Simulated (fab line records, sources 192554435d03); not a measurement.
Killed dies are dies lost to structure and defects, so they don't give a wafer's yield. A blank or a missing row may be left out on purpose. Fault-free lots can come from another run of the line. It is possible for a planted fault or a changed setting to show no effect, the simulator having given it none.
A single fault, viewed from 2 desks | flow n5_finfet | each desk has only its own numbers; what lay behind them comes last

AT THE METROLOGY DESK
What the gauges read for every lot (on any tool): the sampled wafers with a number, averaged. If a lot's mean is further than 4 standard deviations from the usual mean, the lot is out of limits and carries the mark OUT (the distance appears in the brackets). Shown here are 7 of its 10 readings, the ones lying furthest out on some lot.
Columns: A = DIBL_P at N5_BEOL_M4_RC_MEAS_101, usual 36.3 mV/V; B = IOFF_N at N5_BEOL_M4_RC_MEAS_101, usual 0.155 nA/um; C = IOFF_P at N5_BEOL_M4_RC_MEAS_101, usual 0.211 nA/um; D = ION_N at N5_BEOL_M4_RC_MEAS_101, usual 672 uA/um; E = ION_P at N5_BEOL_M4_RC_MEAS_101, usual 462 uA/um; F = VT_N at N5_BEOL_M4_RC_MEAS_101, usual 249.9 mV; G = VT_P at N5_BEOL_M4_RC_MEAS_101, usual -249.8 mV
lot  | first seen here | A    | B     | C     | D   | E   | F     | G
L757 | day 13 01:53    | 36.5 | 0.168 | 0.208 | 678 | 462 | 247.8 | -249.8
L762 | day 14 23:28    | 34.5 | 0.149 | 0.191 | 668 | 458 | 250.7 | -251.3
L764 | day 15 18:53    | 35.1 | 0.152 | 0.234 | 672 | 467 | 248.2 | -245.7
L767 | day 16 16:45    | 35.8 | 0.163 | 0.209 | 683 | 466 | 248.9 | -248.8
Result from this desk: across the 4 lots, nothing is out of limits.

THE TOOL OWNER'S DESK: rie_si-02
The tool's own readings at N5_BEOL_M0_SAQP_MANDREL_ETCH_20 (etches a-Si in HBr/Cl2, stops on SiNx, target depth 60 nm, bt time 10 s, time 30 s): means of the sampled wafers that have a number, for each lot that ran on this tool. If a lot's mean is further than 4 standard deviations from the usual mean, the lot is out of limits and carries the mark OUT (the distance appears in the brackets).
Columns: A = drypump_motor_current_A at N5_BEOL_M0_SAQP_MANDREL_ETCH_20, usual 5.5 A; B = oes_product_au at N5_BEOL_M0_SAQP_MANDREL_ETCH_20, usual 0.778 a.u.; C = rf_fwd_power_W at N5_BEOL_M0_SAQP_MANDREL_ETCH_20, usual 795.2 W; D = throttle_valve_pct at N5_BEOL_M0_SAQP_MANDREL_ETCH_20, usual 35.26 %
lot  | first seen here | A   | B                | C     | D
L757 | day 7 04:29     | 5.4 | 0.784            | 795.3 | 35.15
L762 | day 8 12:52     | 5.4 | 0.695 (-5.9) OUT | 796.8 | 35.50
L764 | day 8 23:52     | 5.7 | 0.690 (-6.3) OUT | 794.5 | 35.35
This desk finds L762, L764 out of limits, L762 being first, at day 8 12:52 (oes_product_au at N5_BEOL_M0_SAQP_MANDREL_ETCH_20). L757 stayed within limits.

ALL TOGETHER
The tool owner's desk could have raised an alarm at day 8 12:52, on L762, L764.
Metrology desk: nothing out of limits seen.
The metrology desk holds a record of L762, L764, inside its limits.
All the named lots went through N5_BEOL_M0_SAQP_MANDREL_ETCH_20 on rie_si-02.

WHAT HAD BEEN PUT IN BY THE SIMULATOR
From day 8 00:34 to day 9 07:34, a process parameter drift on rie_si-02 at N5_BEOL_M0_SAQP_MANDREL_ETCH_20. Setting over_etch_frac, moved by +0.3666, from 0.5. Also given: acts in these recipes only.
Struck lots among those shown: L762, L764.
Delay in hours, fault start to first out-of-limits reading, by desk: the tool owner's desk at 12.
